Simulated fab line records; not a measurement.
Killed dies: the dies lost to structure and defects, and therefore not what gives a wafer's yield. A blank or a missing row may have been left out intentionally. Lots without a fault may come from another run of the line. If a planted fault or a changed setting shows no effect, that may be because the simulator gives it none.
Which tool was responsible? | flow nand-harc | Sampling: 12 lots, 36 wafers, 6 of 1302 route steps

WHAT EACH GAUGE READ, for each wafer
NHARC_P_GATE_CD_MEAS_91: target cd 2000 nm. Usual: 1999.6 nm for cd-nm, sd 1.5.
lot  | measured     | on        | cd-nm (nm)           | flag
L162 | day 5 21:52  | cd-sem-02 | 1999.1 1999.3 1999.1 |
L163 | day 6 05:19  | cd-sem-01 | 2000.8 2000.9 2000.6 |
L165 | day 7 03:23  | cd-sem-03 | 1997.1 1997.8 1999.4 |
L167 | day 7 18:01  | cd-sem-03 | 1999.1 1998.6 1999.5 |
L169 | day 8 15:05  | cd-sem-01 | 1998.6 1999.4 1998.0 |
L170 | day 8 20:55  | cd-sem-03 | 1998.5 1997.8 1998.6 |
L171 | day 9 15:59  | cd-sem-03 | 1997.7 1998.2 2000.5 |
L174 | day 10 11:11 | cd-sem-02 | 1997.5 1999.2 1998.0 |
L175 | day 11 01:36 | cd-sem-02 | 2000.1 1997.5 1999.0 |
L183 | day 14 14:33 | cd-sem-02 | 1995.2 1996.4 1998.8 |
L184 | day 14 22:52 | cd-sem-02 | 1997.3 1999.7 1998.7 |
L185 | day 15 09:50 | cd-sem-01 | 2002.6 2002.0 2003.1 |

NHARC_P_GATE_INSPECT_68. Usual: 211 for raw-defect-count, sd 87.
lot  | measured     | on                | raw-defect-count | flag
L162 | day 6 00:56  | defect-inspect-02 | 508 426 420      |
L163 | day 6 08:23  | defect-inspect-01 | 173 229 229      |
L165 | day 7 06:29  | defect-inspect-02 | 255 272 162      |
L167 | day 7 21:08  | defect-inspect-02 | 192 138 174      |
L169 | day 8 18:18  | defect-inspect-02 | 191 165 459      |
L170 | day 8 23:58  | defect-inspect-01 | 120 119 135      |
L171 | day 9 19:02  | defect-inspect-02 | 162 156 110      |
L174 | day 10 14:15 | defect-inspect-02 | 552 539 479      | OFF
L175 | day 11 04:42 | defect-inspect-01 | 568 461 569      | OFF
L183 | day 14 17:40 | defect-inspect-02 | 140 83 117       |
L184 | day 15 02:15 | defect-inspect-02 | 210 264 184      |
L185 | day 15 13:20 | defect-inspect-02 | 177 251 280      |

NHARC_END_SORT_01. Usual: killed-at-array 61, standard deviation 22; killed-at-other 0.8, standard deviation 1; killed-at-periphery 3.8, standard deviation 2.3; killed-dies 66, standard deviation 22; killed-open 3.2, standard deviation 1.9; killed-short 2.8, standard deviation 1.8.
lot  | measured     | on        | killed-at-array | killed-at-other | killed-at-periphery | killed-dies | killed-open | killed-short | flag
L163 | day 25 14:39 | prober-01 | 40 44 57        | 0 1 1           | 3 3 6               | 43 48 64    | 3 3 6       | 3 0 2        |
L165 | day 25 06:53 | prober-02 | 93 70 87        | 0 0 0           | 4 5 6               | 97 75 93    | 3 1 3       | 1 2 1        |
L167 | day 26 10:07 | prober-01 | 49 40 47        | 1 0 0           | 0 4 2               | 50 44 49    | 3 2 2       | 1 4 2        |
L169 | day 27 16:17 | prober-02 | 33 39 29        | 2 2 1           | 4 3 2               | 39 44 32    | 4 2 5       | 3 4 1        |
L174 | day 28 10:52 | prober-02 | 64 36 54        | 0 0 1           | 76 77 53            | 140 113 108 | 2 1 1       | 4 2 2        | OFF
L175 | day 30 01:13 | prober-02 | 71 68 76        | 1 1 1           | 55 72 33            | 127 141 110 | 4 2 3       | 2 3 4        | OFF
L185 | day 34 06:43 | prober-01 | 37 40 42        | 1 3 1           | 4 8 5               | 42 51 48    | 5 5 4       | 5 7 4        |

WHAT TOOL EACH LOT RAN ON (gives the tool, then ch and the chambers of the sampled wafers, and finally the start)
lot  | NHARC_P_GATE_DESCUM_48             | NHARC_P_GATE_STRIP_95                | NHARC_P_GATE_STRIP_67
L162 | rie-diel-05 ch 1,2,3, day 5 18:32  | plasma-asher-01 ch 0,1, day 5 23:07  | wet-bench-03 ch 0,4,7, day 6 00:29
L163 | rie-diel-05 ch 1,2,3, day 6 02:00  | plasma-asher-01 ch 0,1, day 6 06:34  | wet-bench-03 ch 1,3,4, day 6 07:55
L165 | rie-diel-03 ch 2,3, day 7 00:05    | plasma-asher-02 ch 0,1, day 7 04:39  | wet-bench-03 ch 0,3,4, day 7 06:01
L167 | rie-diel-05 ch 0,1,3, day 7 14:44  | plasma-asher-02 ch 0,1, day 7 19:18  | wet-bench-09 ch 2,6,7, day 7 20:40
L169 | rie-diel-05 ch 1,2,3, day 8 11:48  | plasma-asher-01 ch 0,1, day 8 16:20  | wet-bench-07 ch 3,4,6, day 8 17:52
L170 | rie-diel-03 ch 0,1,2, day 8 17:37  | plasma-asher-02 ch 1, day 8 22:10    | wet-bench-09 ch 0,3,5, day 8 23:31
L171 | rie-diel-03 ch 0,1, day 9 12:49    | plasma-asher-02 ch 0,1, day 9 17:13  | wet-bench-09 ch 2,3,6, day 9 18:35
L174 | rie-diel-05 ch 0,1,2, day 10 08:02 | plasma-asher-01 ch 0,1, day 10 12:26 | wet-bench-09 ch 2,4,6, day 10 13:48
L175 | rie-diel-04 ch 0,1,2, day 10 22:26 | plasma-asher-01 ch 0,1, day 11 02:52 | wet-bench-09 ch 2,4,5, day 11 04:14
L183 | rie-diel-05 ch 0,2, day 14 11:14   | plasma-asher-01 ch 0,1, day 14 15:50 | wet-bench-07 ch 0,6,7, day 14 17:13
L184 | rie-diel-03 ch 0,2,3, day 14 19:11 | plasma-asher-01 ch 0,1, day 15 00:08 | wet-bench-09 ch 4,5,7, day 15 01:48
L185 | rie-diel-04 ch 0,2,3, day 15 06:40 | plasma-asher-02 ch 0,1, day 15 11:31 | wet-bench-07 ch 1,2,5, day 15 12:53
- NHARC_P_GATE_DESCUM_48: chemistry O2, time 3 s.
- NHARC_P_GATE_STRIP_95: strips in O2.
- NHARC_P_GATE_STRIP_67: strips in SPM, time 600 s.

WHAT THE TOOLS THEMSELVES READ (means of the sampled wafers that have a number; where no wafer has one, the mark that the record gives instead)
NHARC_P_GATE_DESCUM_48. Usual: drypump-motor-current-A 5.8 A, standard deviation 0.46; oes-product-au 1.000 a.u., standard deviation 0.0077; rf-vpp-V 58.0 V, standard deviation 0.97; showerhead-plenum-p-Torr 1.95 Torr, standard deviation 0.079; throttle-valve-pct 11.312 %, standard deviation 0.009.
lot  | tool        | drypump-motor-current-A (A) | oes-product-au (a.u.) | rf-vpp-V (V) | showerhead-plenum-p-Torr (Torr) | throttle-valve-pct (%) | flag
L162 | rie-diel-05 | 5.7                         | 1.002                 | 58.3         | 2.01                            | 11.315                 |
L163 | rie-diel-05 | 5.7                         | 1.001                 | 59.1         | 2.01                            | 11.306                 |
L165 | rie-diel-03 | 5.4                         | 1.000                 | 57.5         | 1.90                            | 11.302                 |
L167 | rie-diel-05 | 5.7                         | 0.996                 | 58.2         | 1.99                            | 11.308                 |
L169 | rie-diel-05 | 5.7                         | 1.006                 | 58.2         | 2.01                            | 11.305                 |
L170 | rie-diel-03 | 5.9                         | 1.007                 | 58.1         | 1.94                            | 11.314                 |
L171 | rie-diel-03 | 6.4                         | 1.009                 | 57.8         | 1.96                            | 11.325                 |
L174 | rie-diel-05 | 5.7                         | 1.000                 | 58.9         | 2.00                            | 11.313                 |
L175 | rie-diel-04 | 6.0                         | 0.993                 | 58.2         | 1.90                            | 11.315                 |
L183 | rie-diel-05 | 5.6                         | 0.995                 | 58.5         | 2.05                            | 11.312                 |
L184 | rie-diel-03 | 5.7                         | 0.994                 | 58.0         | 1.93                            | 11.305                 |
L185 | rie-diel-04 | 6.1                         | 0.995                 | 59.1         | 1.86                            | 11.311                 |

NHARC_P_GATE_STRIP_95. Usual: drypump-motor-current-A 5.9 A, standard deviation 0.5; heater-power-w 335 W, standard deviation 33; rf-refl-power-W 27 W, standard deviation 7.9.
lot  | tool            | drypump-motor-current-A (A) | heater-power-w (W) | rf-refl-power-W (W) | flag
L162 | plasma-asher-01 | 5.6                         | 331                | 23                  |
L163 | plasma-asher-01 | 6.0                         | 312                | 26                  |
L165 | plasma-asher-02 | 6.0                         | 369                | 29                  |
L167 | plasma-asher-02 | 6.0                         | 376                | 30                  |
L169 | plasma-asher-01 | 6.0                         | 307                | 25                  |
L170 | plasma-asher-02 | 5.7                         | 345                | 43                  |
L171 | plasma-asher-02 | 6.0                         | 376                | 29                  |
L174 | plasma-asher-01 | 5.6                         | 317                | 23                  |
L175 | plasma-asher-01 | 6.0                         | 307                | 25                  |
L183 | plasma-asher-01 | 6.0                         | 314                | 26                  |
L184 | plasma-asher-01 | 6.0                         | 309                | 25                  |
L185 | plasma-asher-02 | 6.1                         | 369                | 29                  |

THE ANSWER, worked out from the rows above alone
Rule: a lot is off if the mean of its wafers that have a number lies more than 3 standard deviations from the usual mean. A lot without any number at a reading at which 4 lots or more have one is off too. Where the step has rows for the other lots, those lots are counted as sound. First the gauges in route order, then the tools' own readings, where a lot's mean is used as printed above. The first step at which some lot is off is used, and at that step the reading that is off furthest; a lot without a number counts as furthest.
Off at NHARC_P_GATE_INSPECT_68 (raw-defect-count): L174, L175.
A tool fits if, at a process step before that reading, it ran every lot that is off, and no sound lot after the first of them. Not tried: the gauges at NHARC_P_GATE_INSPECT_68; whatever is off there is also off at NHARC_END_SORT_01, on other tools, and gauge error can't account for it. None of those tried fits.

WHAT THE SIMULATOR HAD INSERTED
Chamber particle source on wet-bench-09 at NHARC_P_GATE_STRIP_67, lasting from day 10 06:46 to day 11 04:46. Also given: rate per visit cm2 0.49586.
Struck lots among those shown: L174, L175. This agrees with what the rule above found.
